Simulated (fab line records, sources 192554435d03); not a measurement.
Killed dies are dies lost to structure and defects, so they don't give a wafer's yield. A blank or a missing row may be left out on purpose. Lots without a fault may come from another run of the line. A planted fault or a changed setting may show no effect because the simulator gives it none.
fab line records | flow n5_finfet
record lots=9 wafers=27 last_day=22
route steps=1938 shown BEOL_M4@1111 BEOL_M5@1171 BEOL_M6@1194 PASSIVATION@1936
lots that met no fault: from a run of the same line without faults
start_h: hours from the record's first day to the start of the lot's first wafer shown | wait_h: hours since the lot's step before | " the same as in the row above | L1.1+2: a row that stands for several wafers | - no value, or no start given | * or withheld: withheld | < > ~ a bound
route shown NAME@n: a module of which the file shows steps, and the number in the route of the first | usual: mean/standard deviation of fault-free wafers | same: alike in all rows | chamber/n: place in a boat | sites: the reading at each site | _std_site: their standard deviation | _edge_site: outer sites' mean less inner sites' | radius_mm: how far each site lies from the wafer's centre | mask NAME#n: copy n | behind: the tool/chamber that last shaped the wafer | hold: why the lot was held/for how many hours/how that ended | device: the transistor (n, p or np) that didn't switch | end of line: the same wafers' tests at the end of the route | a step without rows: its recipe alone | killed: dies lost to structure and defects at the first sort, not the wafer's yield | map: a wafer's dies, x killed, . not, _ none there
set.NAME: the setting as run; set.NAME@STEP: as run at that earlier step | model.NAME: the simulator's own value behind a step, which no gauge read
steps of the route over a sample of lots; a table a step, a row a wafer
services: from which hour (start_h, from the record's first day; less than 0 if before it) a tool's chamber was out of use, for how many hours, and why
## steps
# step N5_BEOL_M4_RC_MEAS_101
# usual DIBL_N=36.3/1.1 DIBL_P=36.3/1.4 IOFF_N=0.155/0.019 IOFF_P=0.211/0.027 ION_N=672/8.5 ION_P=462/5.8 SS_N=71.5/0.56 SS_P=73.3/0.52 VT_N=249.9/2.5 VT_P=-249.8/2.8
# columns lot.wafer tool chamber start_h wait_h DIBL_N[mV/V] DIBL_P[mV/V] IOFF_N[nA/um] IOFF_P[nA/um] ION_N[uA/um] ION_P[uA/um] SS_N[mV/dec] SS_P[mV/dec] VT_N[mV] VT_P[mV]
L127.2 prober-01 0 210.19 0.2 37.5 38.2 0.185 0.238 676 460 71.3 74.3 247.9 -248.6
L127.4 " 0 " " 37.8 39.5 0.200 0.248 675 459 73.1 74.2 245.3 -248.1
L127.5 " 0 " " 35.0 35.7 0.143 0.190 670 463 71.3 73.0 250.0 -251.1
L133.1 prober-02 0 289.57 0.0 36.7 37.0 0.177 0.217 689 466 71.6 74.0 250.4 -248.3
L133.2 " 0 " " 37.7 37.7 0.182 0.223 677 459 72.3 73.2 245.9 -247.1
L133.4 " 0 " " 36.1 34.9 0.156 0.183 670 456 71.0 73.2 249.7 -251.6
L135.2 prober-02 0 311.20 0.2 35.9 36.0 0.138 0.162 662 451 71.5 73.4 250.9 -255.3
L135.3 " 0 " " 35.7 35.8 0.138 0.165 671 455 71.1 72.9 253.8 -253.9
L135.4 " 0 " " 35.2 35.6 0.128 0.158 668 456 70.8 72.3 255.3 -256.4
L147.4 prober-01 0 368.66 0.5 34.9 37.6 0.168 0.241 668 470 70.4 73.3 247.3 -247.3
L147.5 " 0 " " 34.3 36.8 0.150 0.235 673 472 71.7 73.1 249.5 -244.4
L147.6 " 0 " " 34.9 36.6 0.157 0.232 665 465 71.8 72.6 251.7 -248.7
L143.1 prober-01 0 376.28 0.0 36.3 36.6 0.168 0.226 687 470 71.9 73.7 247.1 -248.9
L143.2 " 0 " " 36.7 36.6 0.178 0.231 688 471 71.6 74.1 243.7 -246.9
L143.3 " 0 " " 35.7 35.8 0.158 0.221 690 471 71.9 73.8 247.6 -246.9
L144.1 prober-02 0 385.35 0.0 38.3 37.3 0.176 0.236 677 462 71.2 73.9 245.9 -248.3
L144.2 " 0 " " 37.5 35.8 0.154 0.206 680 465 71.6 73.1 252.5 -249.6
L144.5 " 0 " " 36.9 35.6 0.149 0.204 669 457 71.5 73.6 250.5 -249.6
L141.1 prober-01 0 391.32 0.0 35.9 36.9 0.156 0.221 670 460 70.8 73.5 250.6 -248.0
L141.2 " 0 " " 34.9 36.0 0.146 0.203 679 467 71.2 73.0 247.6 -249.4
L141.3 " 0 " " 35.3 36.3 0.161 0.217 665 463 71.5 72.8 248.6 -246.2
L145.1 prober-02 0 391.34 0.0 36.7 36.8 0.160 0.218 677 467 71.3 73.0 248.6 -247.3
L145.4 " 0 " " 37.0 37.5 0.168 0.219 684 468 70.9 72.6 249.9 -248.5
L145.5 " 0 " " 35.8 35.6 0.143 0.199 665 463 71.3 73.0 249.8 -250.6
L148.3 prober-01 0 401.12 0.3 35.6 35.2 0.158 0.210 682 464 72.1 73.3 248.2 -248.4
L148.4 " 0 " " 36.3 34.7 0.159 0.200 666 459 72.0 73.4 249.2 -250.9
L148.6 " 0 " " 36.0 35.2 0.158 0.205 675 458 71.3 73.0 249.8 -249.2
# step N5_BEOL_M5_PRE_CLEAN_45
# recipe gas=H2/He time_s=30 temp_c=250
# usual heater_power_w=325/30
# same time_s=30
# columns lot.wafer tool chamber start_h wait_h heater_power_w
L127.2 pvd_sputter-02 - 217.50 0.0 368
L127.4 " - " " 305
L127.5 " - " " 315
L133.1 pvd_sputter-02 - 297.85 0.0 336
L133.2 " - " " 287
L133.4 " - " " 367
L135.2 pvd_sputter-02 - 318.74 0.0 306
L135.3 " - " " 345
L135.4 " - " " 293
L147.4 pvd_sputter-01 - 376.76 0.0 293
L147.5 " - " " 329
L147.6 " - " " 291
L143.1 pvd_sputter-03 - 382.19 0.0 285
L143.2 " - " " 358
L143.3 " - " " 320
L144.1 pvd_sputter-02 - 390.27 0.0 292
L144.2 " - " " 355
L144.5 " - " " 345
L145.1 pvd_sputter-02 - 399.11 0.0 345
L145.4 " - " " 371
L145.5 " - " " 291
L141.1 pvd_sputter-02 - 399.85 0.0 316
L141.2 " - " " 357
L141.3 " - " " 298
L148.3 pvd_sputter-01 - 409.68 0.0 291
L148.4 " - " " 324
L148.6 " - " " 329
# step N5_BEOL_M5_ANNEAL_51
# recipe temp_c=225 time_s=90 ambient=N2
# usual anneal_temp_c=224.99/0.16 anneal_temp_c_max=226.5/0.34 time_s=90/0 wafer_temp_C_max=226.14/0.26
# columns lot.wafer tool chamber start_h wait_h anneal_temp_c anneal_temp_c_max time_s wafer_temp_C_max
L127.2 rtp_anneal-01 0 222.90 0.1 224.96 226.6 90 226.06
L127.4 " 0 " " 225.07 227.0 90 226.34
L127.5 " 0 " " 225.17 226.9 90 225.85
L133.1 rtp_anneal-01 - 303.03 0.1 - - - -
L133.2 " - " " - - - -
L133.4 " - " " - - - -
L135.2 rtp_anneal-01 - 323.91 0.1 - - - -
L135.3 " - " " - - - -
L135.4 " - " " - - - -
L147.4 rtp_anneal-02 0 382.13 0.2 224.85 226.2 90 226.23
L147.5 " 0 " " 225.05 226.3 90 225.96
L147.6 " 0 " " 224.74 226.0 90 225.90
L143.1 rtp_anneal-01 0 387.55 0.1 225.11 226.8 90 225.98
L143.2 " 0 " " 225.12 226.7 90 226.20
L143.3 " 0 " " 225.02 226.7 90 226.15
L144.1 rtp_anneal-02 0 395.54 0.1 224.96 226.2 90 225.89
L144.2 " 0 " " 225.39 226.5 90 225.73
L144.5 " 0 " " 225.17 226.9 90 225.86
L145.1 rtp_anneal-01 0 404.34 0.1 225.13 226.8 90 226.09
L145.4 " 0 " " 225.06 226.5 90 225.96
L145.5 " 0 " " 225.16 226.5 90 225.85
L141.1 rtp_anneal-02 0 405.25 0.1 224.90 226.1 90 226.25
L141.2 " 0 " " 224.89 226.1 90 226.23
L141.3 " 0 " " 225.03 226.8 90 225.88
L148.3 rtp_anneal-01 0 414.91 0.1 225.21 226.7 90 226.32
L148.4 " 0 " " 224.88 226.5 90 226.20
L148.6 " 0 " " 225.03 226.7 90 226.29
# step N5_BEOL_M5_CMP_52
# recipe stop_on=SiCOH_lowk t_overpolish_s=6.9 down_force_psi=1 platen_rpm=50 clearing_platen_down_force_psi=1.5 clearing_platen_rpm=50 post_cmp_clean=cu_alkaline target_thk_nm=62 clearing_platen_pad_velocity_m_s=0.99484 pad_velocity_m_s=0.99484
# usual barrier_field_endpoint_s=24.7/0.66 motor_current_A=6.2/0.73 overpolish_run_s=6.900/0.0089 time_to_endpoint_s=63/3
# columns lot.wafer tool chamber start_h wait_h barrier_field_endpoint_s motor_current_A overpolish_run_s time_to_endpoint_s
L127.2 cmp-04 0 223.19 0.2 24.3 5.8 6.891 61
L127.4 " 1 " " 24.7 6.8 6.898 59
L127.5 " 0 " " 24.8 5.8 6.884 62
L133.2 cmp-01 1 303.32 0.2 29.3 4.7 6.918 82
L133.1 " 3 " " 31.2 6.9 6.897 82
L133.4 " 0 " " 30.3 6.1 6.901 81
L135.2 cmp-02 1 324.16 0.2 29.1 5.9 6.892 80
L135.3 " 3 " " 28.9 4.7 6.880 81
L135.4 " 0 " " 28.6 6.1 6.899 80
L147.4 cmp-02 1 382.33 0.2 25.0 6.4 6.890 61
L147.6 " 0 " " 24.2 5.9 6.896 59
L147.5 " 1 " " 24.7 6.4 6.909 60
L143.3 cmp-01 2 387.84 0.2 24.2 6.6 6.899 63
L143.1 " 3 " " 25.6 6.9 6.907 68
L143.2 " 1 " " 24.4 4.5 6.896 63
L144.1 cmp-01 0 396.05 0.5 23.8 6.1 6.894 61
L144.2 " 3 " " 24.8 6.6 6.890 61
L144.5 " 1 " " 23.7 4.5 6.898 60
L145.4 cmp-02 3 404.71 0.2 23.4 5.2 6.900 57
L145.1 " 0 " " 24.4 6.1 6.899 61
L145.5 " 1 " " 24.7 6.1 6.895 62
L141.2 cmp-02 2 405.56 0.2 24.1 6.8 6.910 61
L141.1 " 0 " " 24.9 5.9 6.891 62
L141.3 " 1 " " 24.8 6.5 6.891 65
L148.4 cmp-02 0 415.16 0.2 24.0 5.9 6.915 60
L148.3 " 2 " " 24.3 6.4 6.902 63
L148.6 " 3 " " 24.2 5.1 6.919 59
# step N5_BEOL_M5_PRE_CLEAN_77
# recipe gas=NH3/H2 time_s=15 temp_c=* rf_power_w=300
# usual heater_power_w=93/19
# same time_s=15
# columns lot.wafer tool chamber start_h wait_h heater_power_w
L127.2 cvd_co-02 0 223.51 0.1 113
L127.4 " 0 " " 111
L127.5 " 0 " " 110
L133.1 cvd_co-02 2 303.65 0.0 119
L133.2 " 1 " " 76
L133.4 " 2 " " 119
L135.2 cvd_co-01 2 324.69 0.2 92
L135.3 " 0 " " 97
L135.4 " 1 " " 71
L147.4 cvd_co-02 2 382.64 0.1 114
L147.5 " 1 " " 79
L147.6 " 0 " " 111
L143.1 cvd_co-01 0 388.17 0.0 99
L143.2 " 1 " " 59
L143.3 " 2 " " 93
L144.1 cvd_co-01 0 396.85 0.5 101
L144.2 " 1 " " 57
L144.5 " 2 " " 93
L145.1 cvd_co-02 0 404.97 0.0 114
L145.4 " 2 " " 120
L145.5 " 0 " " 113
L141.1 cvd_co-02 1 405.89 0.0 78
L141.2 " 2 " " 119
L141.3 " 0 " " 113
L148.3 cvd_co-02 0 415.45 0.0 111
L148.4 " 0 " " 111
L148.6 " 1 " " 79
# step N5_BEOL_M5_RS_MEAS_57
# recipe thk_meas_gauge=four-point-probe reads=Co_of_BEOL_M5_CO_CAP_78+Cu_of_BEOL_M5_ECD_50+Co_of_BEOL_M5_CVD_47+TaN_of_BEOL_M5_ALD_86
# usual M5_RS=0.384/0.0089
# columns lot.wafer tool chamber start_h wait_h M5_RS[ohm/sq]
L127.2 film_metro-01 - 223.79 0.1 0.377
L127.4 " - " " 0.380
L127.5 " - " " 0.389
L133.1 film_metro-02 - 303.91 0.1 0.425
L133.2 " - " " 0.433
L133.4 " - " " 0.434
L135.2 film_metro-02 - 324.91 0.1 0.439
L135.3 " - " " 0.427
L135.4 " - " " 0.440
L147.4 film_metro-01 - 382.85 0.0 0.380
L147.5 " - " " 0.374
L147.6 " - " " 0.383
L143.1 film_metro-01 - 388.40 0.0 0.384
L143.2 " - " " 0.388
L143.3 " - " " 0.394
L144.1 film_metro-01 - 397.07 0.0 0.375
L144.2 " - " " 0.373
L144.5 " - " " 0.388
L145.1 film_metro-02 - 405.19 0.0 0.381
L145.4 " - " " 0.384
L145.5 " - " " 0.364
L141.1 film_metro-01 - 406.11 0.0 0.402
L141.2 " - " " 0.396
L141.3 " - " " 0.395
L148.3 film_metro-02 - 415.71 0.1 0.374
L148.4 " - " " 0.374
L148.6 " - " " 0.384
# step N5_BEOL_M6_ILD_DEP_00
# recipe material=SiCOH_lowk target_thk_a=1797.5 temp_c=300 precursor=DEMS/porogen pressure_torr=5 rf_w=500 time_s=33.4
# usual chamber_pressure_Torr=4.999/0.011 heater_power_w=279/42 showerhead_plenum_p_Torr=5.736/0.015 showerhead_vpp_V=1352/43 throttle_valve_pct=13.9/0.58
# same time_s=33.4
# columns lot.wafer tool chamber start_h wait_h chamber_pressure_Torr heater_power_w showerhead_plenum_p_Torr showerhead_vpp_V throttle_valve_pct
L127.2 pecvd-01 1 223.85 0.0 5.000 304 5.757 1340 13.6
L127.4 " 1 " " 5.024 312 5.750 1321 13.8
L127.5 " 0 " " 4.997 311 5.734 1401 15.0
L133.1 pecvd-04 0 303.97 0.0 4.982 293 5.717 1362 14.1
L133.2 " 2 " " 4.999 215 5.717 1358 14.1
L133.4 " 2 " " 4.993 216 5.715 1369 14.0
L135.2 pecvd-01 1 324.97 0.0 4.992 323 5.760 1318 13.8
L135.3 " 0 " " 5.014 273 5.722 1423 15.3
L135.4 " 2 " " 4.995 342 5.735 1309 13.1
L147.4 pecvd-03 0 382.93 0.1 5.006 335 5.737 1433 14.3
L147.5 " 1 " " 4.978 319 5.732 1393 14.3
L147.6 " 2 " " 4.994 317 5.735 1457 13.0
L143.1 pecvd-04 0 388.46 0.0 5.000 306 5.729 1349 13.9
L143.2 " 2 " " 4.992 217 5.735 1391 14.0
L143.3 " 1 " " 4.995 236 5.743 1312 13.1
L144.1 pecvd-04 2 397.13 0.0 4.995 205 5.725 1368 14.2
L144.2 " 1 " " 4.997 277 5.752 1306 13.2
L144.5 " 0 " " 4.979 254 5.736 1359 14.2
L145.1 pecvd-01 1 405.25 0.0 4.989 320 5.740 1315 13.7
L145.4 " 2 " " 5.012 343 5.746 1318 13.2
L145.5 " 0 " " 4.986 292 5.748 1434 15.1
L141.1 pecvd-04 2 406.18 0.0 4.991 255 5.737 1364 14.2
L141.2 " 1 " " 4.993 235 5.756 1324 13.6
L141.3 " 0 " " 4.994 270 5.707 1388 14.4
L148.3 pecvd-01 0 415.77 0.0 5.002 300 5.727 1442 15.0
L148.4 " 0 " " 4.999 307 5.735 1415 15.2
L148.6 " 2 " " 5.000 285 5.734 1304 12.9
# step N5_PASSIVATION_PROBE_49
# usual defect_limited_yield=91.4/1.2 killed_at_M0_to_M3=34/10 killed_at_M4_up=14/5.1 killed_at_contacts=12/6.4 killed_at_front_end=38/9.3 killed_at_other=4/3 killed_dies=102/15 killed_on_rim=13/3.6 killed_open=67/12 killed_short=33/6.9 sort_bin_5_function=5.0/0.86 sort_bin_6_memory=3.2/0.58 sort_n_pass=1078/15 sort_yield_pct=91.4/1.2
# same gross_dies=1180 killed_at_back_side=0 sort_bin_4_leakage[%]=0 sort_bin_8_speed[%]=0
# columns lot.wafer tool chamber start_h wait_h defect_limited_yield[%] killed_at_M0_to_M3 killed_at_M4_up killed_at_contacts killed_at_front_end killed_at_other killed_dies killed_on_rim killed_open killed_short sort_bin_5_function[%] sort_bin_6_memory[%] sort_n_pass sort_yield_pct[%]
L127.2 prober-02 - 313.71 0.1 91.9 17 16 17 41 5 96 13 67 23 4.1 4.0 1084 91.9
L127.4 prober-02 - 313.81 0.2 91.5 29 10 11 41 9 100 9 58 42 4.6 3.3 1080 91.5
L127.5 prober-02 - 313.86 0.2 91.4 32 4 13 47 5 101 11 64 36 5.2 3.1 1079 91.4
L133.1 prober-01 - 388.53 0.0 75.9 29 198 21 32 4 284 13 71 27 5.3 2.8 896 75.9
L133.2 prober-01 - 388.58 0.1 67.1 28 306 21 30 3 388 152 63 25 4.8 2.8 792 67.1
L133.4 prober-01 - 388.68 0.2 70.0 38 253 31 30 2 354 16 75 32 4.7 4.1 826 70.0
L135.2 prober-02 - 422.24 0.4 90.8 39 38 6 20 6 109 39 58 25 4.2 3.0 1071 90.8
L135.3 prober-02 - 422.29 0.5 51.9 22 510 8 21 6 567 152 49 29 4.3 2.3 613 51.9
L135.4 prober-02 - 422.34 0.5 44.1 28 590 11 28 3 660 8 55 28 4.9 2.4 520 44.1
L147.4 prober-01 - 475.71 0.2 92.5 30 11 18 25 5 89 9 51 37 4.1 3.1 1091 92.5
L147.5 prober-01 - 475.76 0.2 91.4 27 16 16 41 1 101 12 62 38 5.2 3.1 1079 91.4
L147.6 prober-01 - 475.81 0.3 91.0 27 12 19 44 4 106 11 68 36 4.8 3.7 1074 91.0
L143.1 prober-01 - 485.54 0.0 90.9 36 19 7 39 6 107 19 72 27 5.4 3.2 1073 90.9
L143.2 prober-01 - 485.59 0.1 91.9 23 20 18 34 1 96 7 74 21 4.9 3.0 1084 91.9
L143.3 prober-01 - 485.64 0.1 93.1 19 16 2 44 1 82 13 52 29 3.7 2.8 1098 93.1
L144.1 prober-01 - 498.48 0.0 91.4 40 12 15 31 3 101 12 75 25 4.2 4.1 1079 91.4
L144.2 prober-01 - 498.53 0.1 91.2 38 13 7 45 1 104 19 73 29 5.3 3.2 1076 91.2
L144.5 prober-01 - 498.68 0.2 90.9 33 5 7 61 1 107 12 80 25 5.6 3.4 1073 90.9
L141.1 prober-01 - 505.24 0.0 92.9 18 12 7 43 4 84 10 53 28 3.6 3.0 1096 92.9
L141.2 prober-01 - 505.29 0.1 91.5 40 19 3 33 5 100 13 69 30 5.1 3.1 1080 91.5
L141.3 prober-01 - 505.34 0.1 90.9 42 23 4 37 1 107 13 70 37 6.4 2.5 1073 90.9
L148.3 prober-01 - 511.95 0.1 90.5 61 10 10 31 0 112 21 74 38 5.6 3.4 1068 90.5
L148.4 prober-01 - 512.00 0.2 89.2 66 19 3 39 0 127 12 80 45 6.1 3.9 1053 89.2
L148.6 prober-01 - 512.10 0.3 91.4 46 10 10 35 0 101 12 64 36 4.6 3.7 1079 91.4
L145.1 prober-01 - 522.26 0.0 91.2 42 11 21 29 1 104 13 68 35 5.2 3.4 1076 91.2
L145.4 prober-01 - 522.41 0.2 91.7 34 11 13 37 3 98 15 59 36 4.2 3.6 1082 91.7
L145.5 prober-01 - 522.46 0.2 91.0 37 8 33 28 0 106 18 76 29 4.8 3.7 1074 91.0
# killed by level:class
L127.2 BEOL_M4:geometric_particle:open=11 STI_FIN_REVEAL:geometric_particle:open=10 MOL_CONTACT_COAG:geometric_particle:open=10 FIN_SAQP:geometric_particle:open=9 MOL_CONTACT_COAG:geometric_particle:short=5 BEOL_M3:geometric_particle:open=5 FIN_SAQP:geometric_particle:short=4 STI_FIN_REVEAL:geometric_particle:short=4
L127.4 STI_FIN_REVEAL:geometric_particle:open=11 BEOL_M0_SAQP:geometric_particle:short=10 FIN_SAQP:geometric_particle:short=9 MOL_CONTACT_COAG:geometric_particle:open=9 BEOL_M0_SAQP:geometric_particle:open=7 BEOL_M3:geometric_particle:open=6 FIN_SAQP:geometric_particle:open=5 BEOL_M8:geometric_particle:open=4
L127.5 STI_FIN_REVEAL:geometric_particle:open=19 MOL_CONTACT_COAG:geometric_particle:open=10 BEOL_M0_SAQP:geometric_particle:open=10 BEOL_M0_SAQP:geometric_particle:short=9 FIN_SAQP:geometric_particle:short=6 GATE_CUT:geometric_particle:short=5 BEOL_M2:geometric_particle:open=5 DUMMY_GATE:geometric_particle:short=4
L133.1 BEOL_M5:area_cmp=185 MOL_CONTACT_COAG:geometric_particle:open=17 FIN_SAQP:geometric_particle:open=11 BEOL_M0_SAQP:geometric_particle:open=11 BEOL_M0_SAQP:geometric_particle:short=7 BEOL_M4:geometric_particle:open=7 STARTING-WAFER:geometric_particle:open=7 GATE_CUT:geometric_particle:short=6
L133.2 BEOL_M5:area_cmp=297 MOL_CONTACT_COAG:geometric_particle:open=16 BEOL_M1:geometric_particle:open=7 BEOL_M2:geometric_particle:open=7 DUMMY_GATE:geometric_particle:open=6 BEOL_M0_SAQP:geometric_particle:short=5 STI_FIN_REVEAL:geometric_particle:open=5 GATE_CUT:geometric_particle:short=5
L133.4 BEOL_M5:area_cmp=246 MOL_CONTACT_COAG:geometric_particle:open=26 BEOL_M0_SAQP:geometric_particle:short=11 BEOL_M0_SAQP:geometric_particle:open=10 BEOL_M2:geometric_particle:open=8 GATE_CUT:geometric_particle:open=6 STI_FIN_REVEAL:geometric_particle:open=5 MOL_CONTACT_COAG:geometric_particle:short=5
L135.2 BEOL_M5:area_cmp=25 BEOL_M2:geometric_particle:open=11 BEOL_M0_SAQP:geometric_particle:short=8 BEOL_M0_SAQP:geometric_particle:open=7 MOL_CONTACT_COAG:geometric_particle:open=5 BEOL_M1:geometric_particle:open=5 BEOL_M3:geometric_particle:open=4 BEOL_M4:geometric_particle:open=4
L135.3 BEOL_M5:area_cmp=486 MOL_CONTACT_COAG:geometric_particle:open=7 BEOL_M0_SAQP:geometric_particle:short=7 BEOL_M0_SAQP:geometric_particle:open=6 BEOL_M4:geometric_particle:open=6 BEOL_M5:geometric_particle:open=6 BEOL_M3:geometric_particle:open=5 FIN_SAQP:geometric_particle:open=4
L135.4 BEOL_M5:area_cmp=574 MOL_CONTACT_COAG:geometric_particle:open=10 FIN_SAQP:geometric_particle:short=8 BEOL_M0_SAQP:geometric_particle:open=8 FIN_SAQP:geometric_particle:open=5 BEOL_M0_SAQP:geometric_particle:short=5 BEOL_M3:geometric_particle:open=5 BEOL_M4:geometric_particle:open=4
L147.4 MOL_CONTACT_COAG:geometric_particle:open=13 BEOL_M0_SAQP:geometric_particle:short=8 BEOL_M4:geometric_particle:open=8 GATE_CUT:geometric_particle:short=7 BEOL_M1:geometric_particle:open=7 BEOL_M3:geometric_particle:open=7 FIN_SAQP:geometric_particle:short=5 MOL_CONTACT_COAG:geometric_particle:short=5
L147.5 MOL_CONTACT_COAG:geometric_particle:open=13 FIN_SAQP:geometric_particle:short=8 STI_FIN_REVEAL:geometric_particle:open=8 BEOL_M0_SAQP:geometric_particle:open=8 BEOL_M4:geometric_particle:open=8 GATE_CUT:geometric_particle:short=6 BEOL_M0_SAQP:geometric_particle:short=6 STARTING-WAFER:geometric_particle:open=5
L147.6 MOL_CONTACT_COAG:geometric_particle:open=16 FIN_SAQP:geometric_particle:open=10 GATE_CUT:geometric_particle:short=10 BEOL_M1:geometric_particle:open=6 FIN_SAQP:geometric_particle:short=5 STI_FIN_REVEAL:geometric_particle:open=5 BEOL_M2:geometric_particle:open=5 BEOL_M3:geometric_particle:open=5
L143.1 BEOL_M4:geometric_particle:open=10 DUMMY_GATE:geometric_particle:open=9 MOL_CONTACT_COAG:geometric_particle:open=7 BEOL_M3:geometric_particle:open=7 BEOL_M0_SAQP:geometric_particle:short=6 DUMMY_GATE:geometric_particle:short=5 GATE_CUT:geometric_particle:short=5 BEOL_M0_SAQP:geometric_particle:open=5
L143.2 MOL_CONTACT_COAG:geometric_particle:open=16 BEOL_M0_SAQP:geometric_particle:open=9 BEOL_M4:geometric_particle:open=9 BEOL_M2:geometric_particle:open=8 FIN_SAQP:geometric_particle:open=5 GATE_CUT:geometric_particle:open=5 STI_FIN_REVEAL:geometric_particle:open=5 FIN_SAQP:geometric_particle:short=4
L143.3 STI_FIN_REVEAL:geometric_particle:open=8 DUMMY_GATE:geometric_particle:open=8 BEOL_M4:geometric_particle:open=8 FIN_SAQP:geometric_particle:short=4 GATE_CUT:geometric_particle:open=4 GATE_CUT:geometric_particle:short=4 BEOL_M0_SAQP:geometric_particle:open=4 BEOL_M0_SAQP:geometric_particle:short=4
L144.1 MOL_CONTACT_COAG:geometric_particle:open=12 BEOL_M3:geometric_particle:open=12 STI_FIN_REVEAL:geometric_particle:open=11 BEOL_M2:geometric_particle:open=7 BEOL_M4:geometric_particle:open=6 DUMMY_GATE:geometric_particle:open=5 STI_FIN_REVEAL:geometric_particle:short=4 BEOL_M0_SAQP:geometric_particle:open=4
L144.2 STI_FIN_REVEAL:geometric_particle:open=18 BEOL_M3:geometric_particle:open=12 BEOL_M2:geometric_particle:open=10 MOL_CONTACT_COAG:geometric_particle:open=7 FIN_SAQP:geometric_particle:open=6 BEOL_M4:geometric_particle:open=6 STARTING-WAFER:geometric_particle:short=5 GATE_CUT:geometric_particle:short=4
L144.5 STI_FIN_REVEAL:geometric_particle:open=28 BEOL_M3:geometric_particle:open=10 FIN_SAQP:geometric_particle:open=9 BEOL_M1:geometric_particle:open=8 FIN_SAQP:geometric_particle:short=6 MOL_CONTACT_COAG:geometric_particle:open=6 BEOL_M1:geometric_particle:short=3 GATE_CUT:geometric_particle:short=3
L141.1 FIN_SAQP:geometric_particle:open=10 DUMMY_GATE:geometric_particle:open=5 MOL_CONTACT_COAG:geometric_particle:open=5 FIN_SAQP:geometric_particle:short=4 DUMMY_GATE:geometric_particle:short=4 BEOL_M0_SAQP:geometric_particle:short=4 STI_FIN_REVEAL:geometric_particle:open=3 BEOL_M0_SAQP:geometric_particle:open=3
L141.2 BEOL_M2:geometric_particle:open=9 BEOL_M0_SAQP:geometric_particle:open=8 BEOL_M0_SAQP:geometric_particle:short=8 STI_FIN_REVEAL:geometric_particle:open=7 DUMMY_GATE:geometric_particle:open=7 BEOL_M4:geometric_particle:open=7 BEOL_M1:geometric_particle:open=4 BEOL_M3:geometric_particle:open=4
L141.3 BEOL_M4:geometric_particle:open=11 BEOL_M0_SAQP:geometric_particle:short=10 BEOL_M0_SAQP:geometric_particle:open=9 BEOL_M2:geometric_particle:open=9 DUMMY_GATE:geometric_particle:open=8 STI_FIN_REVEAL:geometric_particle:open=7 STARTING-WAFER:geometric_particle:short=6 BEOL_M1:geometric_particle:open=5
L148.3 BEOL_M0_SAQP:geometric_particle:open=16 BEOL_M0_SAQP:geometric_particle:short=15 BEOL_M2:geometric_particle:open=11 MOL_CONTACT_COAG:geometric_particle:open=7 STI_FIN_REVEAL:geometric_particle:open=6 BEOL_M3:geometric_particle:open=6 FIN_SAQP:geometric_particle:open=5 GATE_CUT:geometric_particle:short=4
L148.4 BEOL_M0_SAQP:geometric_particle:short=14 BEOL_M2:geometric_particle:open=13 BEOL_M4:geometric_particle:open=9 FIN_SAQP:geometric_particle:open=8 GATE_CUT:geometric_particle:short=8 BEOL_M1:geometric_particle:open=8 BEOL_M3:geometric_particle:open=8 BEOL_M0:geometric_particle:open=7
L148.6 BEOL_M0_SAQP:geometric_particle:open=12 BEOL_M1:geometric_particle:open=11 MOL_CONTACT_COAG:geometric_particle:open=9 STI_FIN_REVEAL:geometric_particle:open=7 FIN_SAQP:geometric_particle:short=6 GATE_CUT:geometric_particle:short=6 BEOL_M3:geometric_particle:short=6 BEOL_M0_SAQP:geometric_particle:short=5
L145.1 MOL_CONTACT_COAG:geometric_particle:open=17 BEOL_M0_SAQP:geometric_particle:open=10 STI_FIN_REVEAL:geometric_particle:open=10 BEOL_M0_SAQP:geometric_particle:short=10 BEOL_M3:geometric_particle:open=7 GATE_CUT:geometric_particle:short=5 FIN_SAQP:geometric_particle:open=4 BEOL_M5:geometric_particle:open=4
L145.4 BEOL_M2:geometric_particle:open=10 MOL_CONTACT_COAG:geometric_particle:open=9 FIN_SAQP:geometric_particle:open=6 GATE_CUT:geometric_particle:open=6 FIN_SAQP:geometric_particle:short=5 BEOL_M0_SAQP:geometric_particle:short=5 STARTING-WAFER:geometric_particle:short=5 GATE_CUT:geometric_particle:short=4
L145.5 MOL_CONTACT_COAG:geometric_particle:open=27 BEOL_M2:geometric_particle:open=14 FIN_SAQP:geometric_particle:short=7 MOL_CONTACT_COAG:geometric_particle:short=6 BEOL_M0_SAQP:geometric_particle:short=6 BEOL_M0:geometric_particle:open=5 BEOL_M3:geometric_particle:open=5 FIN_SAQP:geometric_particle:open=4
## services
# columns tool chamber start_h hours kind
rtp_anneal-01 - 206.08 1.2 pm
cmp-02 - 215.05 3.4 repair
cvd_co-02 2 218.39 6.0 repair
cmp-02 - 230.85 4.1 repair
cmp-04 - 233.46 4.0 pm
cvd_co-02 2 254.09 5.8 repair
cmp-02 - 255.54 4.1 repair
cvd_co-02 - 264.61 6.9 pm
cmp-04 - 264.82 0.8 repair
cmp-01 - 278.77 2.6 repair
cmp-02 - 291.63 4.0 pm
cmp-02 - 295.98 4.2 pm
cmp-01 - 298.90 1.8 repair
cmp-02 - 303.40 0.6 repair
pecvd-01 0 331.19 20.5 repair
cvd_co-02 - 339.38 2.6 repair
pecvd-04 - 343.78 0.7 repair
pecvd-01 - 367.97 1.2 repair
cvd_co-02 - 368.89 6.0 pm
cmp-02 - 393.48 1.2 repair
cmp-01 - 397.99 2.2 repair
pecvd-01 - 402.06 1.0 repair
cmp-01 - 409.36 4.0 pm
pecvd-04 1 411.59 7.1 repair
## key
first_sign step=N5_BEOL_M5_ANNEAL_51 reading=tool_record direction=missing
effect step=N5_BEOL_M5_CMP_52 reading=barrier_field_endpoint_s direction=up sigmas=7.3 usual=24.7 struck=29.6
effect step=N5_BEOL_M5_RS_MEAS_57 reading=M5_RS direction=up sigmas=5.4 usual=0.384 struck=0.433
effect step=N5_PASSIVATION_PROBE_49 reading=killed_at_M4_up direction=up sigmas=60 usual=14 struck=316
more_kills_born_at N5_BEOL_M5_CMP_52@cmp-02=1085 N5_BEOL_M5_CMP_52@cmp-01=728
met_at N5_BEOL_M5_ANNEAL_51
struck_lots L133,L135
not_acting_at N5_BEOL_M5_PRE_CLEAN_45,N5_BEOL_M5_PRE_CLEAN_77,N5_BEOL_M6_ILD_DEP_00
onset_between 222.90 303.03
fault kind=skipped_step_whole tool=rtp_anneal-01 chamber=- onset_h=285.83 steps=N5_BEOL_M5_ANNEAL_51 scope=struck_lots_only
